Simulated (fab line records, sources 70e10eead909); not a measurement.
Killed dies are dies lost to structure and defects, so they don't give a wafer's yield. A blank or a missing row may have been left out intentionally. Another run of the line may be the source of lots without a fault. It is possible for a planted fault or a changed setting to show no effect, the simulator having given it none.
What tool caused it?	flow nand-harc	Sampling: 12 lots, 36 wafers, 5 of 1159 route steps

## WHAT EACH GAUGE READ, for each wafer
NHARC_END_SORT_01.
lot	measured	on	killed-at-array	killed-at-other	killed-at-periphery	killed-dies	killed-open	killed-short
L127	day 19 12:35	prober-02	28 27 25	2 1 0	5 4 6	35 32 31	5 1 1	2 2 2
L126	day 19 12:31	prober-01	26 23 25	0 2 3	6 4 3	32 29 31	7 11 7	4 2 2
L129	day 19 23:25	prober-01	25 20 17	1 0 0	3 3 2	29 23 19	3 6 1	2 3 1
L131	day 20 15:22	prober-01	18 18 17	3 4 5	1 4 1	22 26 23	1 4 2	1 3 1
L133	day 21 01:21	prober-01	27 34 19	2 5 2	7 5 3	36 44 24	5 2 3	4 3 0
L136	day 21 11:17	prober-01	24 667 22	1 4 1	2 6 2	27 677 25	1 6 3	2 2 2
L138	day 22 10:04	prober-02	22 21 20	1 0 0	4 2 3	27 23 23	3 2 3	4 0 2
L143	day 23 14:46	prober-01	28 35 35	0 0 1	3 1 5	31 36 41	4 2 5	1 1 0
L144	day 23 22:32	prober-02	31 29 28	0 0 0	16 6 5	47 35 33	5 4 6	1 2 0
L146	day 24 12:14	prober-01	17 18 18	0 0 0	3 2 4	20 20 22	1 2 4	0 2 4
L148	day 24 12:17	prober-02	21 22 25	0 0 0	5 5 5	26 27 30	3 2 7	1 6 3
L149	day 26 01:17	prober-02	42 36 35	1 2 1	3 9 2	46 47 38	3 6 5	3 2 1

## WHAT TOOL EACH LOT RAN ON (gives the tool, then ch and the chambers of the sampled wafers, and finally the start)
lot	NHARC_A_STAIRCASE_DESCUM_219	NHARC_A_STAIRCASE_ETCH_221	NHARC_A_STAIRCASE_TRIM_222	NHARC_A_STAIRCASE_ETCH_232
L127	rie-diel-06 ch 0,2,3, day 10 23:52	rie-diel-06 ch 1,2,3, day 11 01:25 or earlier	rie-diel-06 ch 0,3, day 11 01:25 or earlier	rie-diel-02 ch 1,2, day 11 01:25
L126	rie-diel-02 ch 0,1,2, day 11 02:06	rie-diel-02 ch 1,2,3, day 11 03:49 or earlier	rie-diel-02 ch 0,3, day 11 03:49 or earlier	rie-diel-07 ch 0,2,3, day 11 03:49
L129	rie-diel-02 ch 0,2,3, day 11 23:02	rie-diel-02 ch 0,1,2, day 12 00:33 or earlier	rie-diel-02 ch 1,2,3, day 12 00:33 or earlier	rie-diel-06 ch 1,2,3, day 12 00:33
L131	rie-diel-07 ch 2,3, day 12 08:36	rie-diel-07 ch 2,3, day 12 10:11 or earlier	rie-diel-07 ch 0,3, day 12 10:11 or earlier	rie-diel-07 ch 0,2, day 12 10:11
L133	rie-diel-02 ch 1,2,3, day 12 21:35	rie-diel-02 ch 0,3, day 12 23:38 or earlier	rie-diel-02 ch 0,2, day 12 23:38 or earlier	rie-diel-02 ch 0,2,3, day 12 23:38
L136	rie-diel-06 ch 0,1,3, day 13 15:45	rie-diel-06 ch 0,1,2, day 13 17:30 or earlier	rie-diel-06 ch 0,2, day 13 17:30 or earlier	rie-diel-07 ch 0,1,2, day 13 17:30
L138	rie-diel-07 ch 0,1,2, day 14 17:30	rie-diel-07 ch 0,2, day 14 19:22 or earlier	rie-diel-07 ch 0,1,3, day 14 19:22 or earlier	rie-diel-06 ch 1,2,3, day 14 19:22
L143	rie-diel-06 ch 0,1,3, day 15 14:55	rie-diel-06 ch 0,1,2, day 15 16:27 or earlier	rie-diel-06 ch 0,2,3, day 15 16:27 or earlier	rie-diel-06 ch 0,1,3, day 15 16:27
L144	rie-diel-02 ch 1,2,3, day 15 18:58	rie-diel-02 ch 1,2, day 15 20:53 or earlier	rie-diel-02 ch 1,2,3, day 15 20:53 or earlier	rie-diel-02 ch 1,2, day 15 20:53
L146	rie-diel-06 ch 1,3, day 16 08:41	rie-diel-06 ch 0,1,2, day 16 10:12 or earlier	rie-diel-06 ch 0,3, day 16 10:12 or earlier	rie-diel-06 ch 0,1,2, day 16 10:12
L148	rie-diel-06 ch 0,1,2, day 16 14:40	rie-diel-06 ch 0,1, day 16 16:11 or earlier	rie-diel-06 ch 0,2,3, day 16 16:11 or earlier	rie-diel-06 ch 0,2,3, day 16 16:11
L149	rie-diel-06 ch 1,2, day 17 12:42	rie-diel-06 ch 1,2, day 17 14:58 or earlier	rie-diel-06 ch 1,2, day 17 14:58 or earlier	rie-diel-06 ch 0,1,2, day 17 14:58
- NHARC_A_STAIRCASE_DESCUM_219: chemistry O2, time 3 s.
- NHARC_A_STAIRCASE_ETCH_221: etches the open film in C4F8/O2, target depth 100 nm, time 40.5 s.
- NHARC_A_STAIRCASE_TRIM_222: chemistry O2, time 211.2 s.
- NHARC_A_STAIRCASE_ETCH_232: etches the open film in C4F8/O2, target depth 100 nm, time 40.5 s.

## WHAT THE TOOLS THEMSELVES READ (means of the sampled wafers that have a number; where no wafer has one, the mark that the record gives instead)
NHARC_A_STAIRCASE_DESCUM_219.
lot	tool	drypump-motor-current-A (A)	oes-product-au (a.u.)	rf-vpp-V (V)	showerhead-plenum-p-Torr (Torr)	throttle-valve-pct (%)
L127	rie-diel-06	6.1	1.006	57.3	1.91	11.316
L126	rie-diel-02	6.2	0.991	57.2	1.91	11.306
L129	rie-diel-02	5.9	0.984	57.1	1.83	11.320
L131	rie-diel-07	5.8	1.002	59.3	2.03	11.302
L133	rie-diel-02	6.3	0.990	57.4	1.91	11.309
L136	rie-diel-06	6.1	1.007	57.7	1.89	11.311
L138	rie-diel-07	5.9	1.003	57.2	1.98	11.307
L143	rie-diel-06	6.1	1.003	57.6	1.89	11.312
L144	rie-diel-02	6.3	1.006	58.1	2.00	11.316
L146	rie-diel-06	5.9	1.007	57.2	1.93	11.314
L148	rie-diel-06	6.3	0.994	57.2	1.88	11.317
L149	rie-diel-06	6.3	1.009	58.0	1.91	11.306

NHARC_A_STAIRCASE_ETCH_221.
lot	tool	oes-product-au (a.u.)	rf-vpp-V (V)	run-length-s (s)
L127	rie-diel-06	0.953	898	62.0
L126	rie-diel-02	0.928	897	61.9
L129	rie-diel-02	0.909	896	61.9
L131	rie-diel-07	0.952	902	61.6
L133	rie-diel-02	0.912	887	62.1
L136	rie-diel-06	0.957	895	61.8
L138	rie-diel-07	0.940	902	62.3
L143	rie-diel-06	0.931	895	61.8
L144	rie-diel-02	0.939	900	62.1
L146	rie-diel-06	0.962	894	61.9
L148	rie-diel-06	0.952	891	62.0
L149	rie-diel-06	0.928	896	62.1

NHARC_A_STAIRCASE_TRIM_222.
lot	tool	drypump-motor-current-A (A)	oes-product-au (a.u.)	rf-vpp-V (V)	showerhead-plenum-p-Torr (Torr)	throttle-valve-pct (%)
L127	rie-diel-06	6.1	1.009	57.6	3.45	17.031
L126	rie-diel-02	5.7	0.992	57.2	3.28	17.033
L129	rie-diel-02	6.3	0.990	57.8	3.52	17.040
L131	rie-diel-07	5.8	0.997	57.7	3.69	17.032
L133	rie-diel-02	6.1	0.992	57.7	3.49	17.038
L136	rie-diel-06	6.4	0.999	57.6	3.51	17.031
L138	rie-diel-07	5.7	1.002	57.1	3.61	17.034
L143	rie-diel-06	6.2	0.999	57.4	3.51	17.044
L144	rie-diel-02	6.3	0.999	57.5	3.68	17.035
L146	rie-diel-06	6.1	1.006	56.9	3.43	17.029
L148	rie-diel-06	6.2	0.997	57.1	3.50	17.034
L149	rie-diel-06	6.4	0.996	57.6	3.52	17.031

NHARC_A_STAIRCASE_ETCH_232.
lot	tool	oes-product-au (a.u.)	rf-vpp-V (V)	run-length-s (s)
L127	rie-diel-02	0.950	900	62.0
L126	rie-diel-07	0.938	902	61.9
L129	rie-diel-06	0.950	898	62.0
L131	rie-diel-07	0.939	902	62.2
L133	rie-diel-02	0.927	891	62.2
L136	rie-diel-07	0.933	901	57.9
L138	rie-diel-06	0.931	896	62.1
L143	rie-diel-06	0.948	895	62.2
L144	rie-diel-02	0.945	900	62.4
L146	rie-diel-06	0.943	895	62.0
L148	rie-diel-06	0.949	895	62.0
L149	rie-diel-06	0.949	894	61.8

## THE ANSWER, worked out from the rows above alone
Rule: usual is defined by the lots themselves. Put in order of their means at a reading, lots are off if they are a third of the lots or fewer, leave a main group of 4 or more, and stand apart from it by a gap of 3 or more times the standard deviation of the main group's means; of several such gaps the widest counts. A main group is skipped when, at the precision printed for the reading in the tables above, its means are all equal. A lot without any number at a reading at which 4 lots or more have one is off too. All remaining lots with rows at the step are treated as sound. First the gauges in route order, then the tools' own readings, where a lot's mean is used as printed above. The first step at which some lot is off is used, and at that step the reading that is off furthest; a lot without a number counts as furthest.
Off, at NHARC_END_SORT_01 on killed-at-array: L136. For the main group the mean is 25 and the standard deviation 6.
A tool fits if, at a process step before that reading, it ran every lot that is off, and no sound lot after the first of them. Not tried: the gauges at NHARC_END_SORT_01; whatever is off there is also off at NHARC_A_STAIRCASE_ETCH_232, on other tools, and gauge error can't account for it. NHARC_A_STAIRCASE_ETCH_221 gives no start for some lots, so the hours and the order of its lots are those of NHARC_A_STAIRCASE_ETCH_232. NHARC_A_STAIRCASE_TRIM_222 gives no start for some lots, so the hours and the order of its lots are those of NHARC_A_STAIRCASE_ETCH_232. One fits: rie-diel-07 at NHARC_A_STAIRCASE_ETCH_232. A fault onset in the window from L131 (day 12 10:11, its last sound lot) to L136 (day 13 17:30, its first lot off) fits.
The tool's own readings at NHARC_A_STAIRCASE_ETCH_232 bear it out: on the lots that are off they differ by more than 5 times the standard deviation of the sound lots' means. run-length-s reads 57.9 s there against 62.1 s on the sound lots.

## WHAT WAS PUT IN BY THE SIMULATOR
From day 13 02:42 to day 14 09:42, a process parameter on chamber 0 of rie-diel-07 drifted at NHARC_A_STAIRCASE_ETCH_232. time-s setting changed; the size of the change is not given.
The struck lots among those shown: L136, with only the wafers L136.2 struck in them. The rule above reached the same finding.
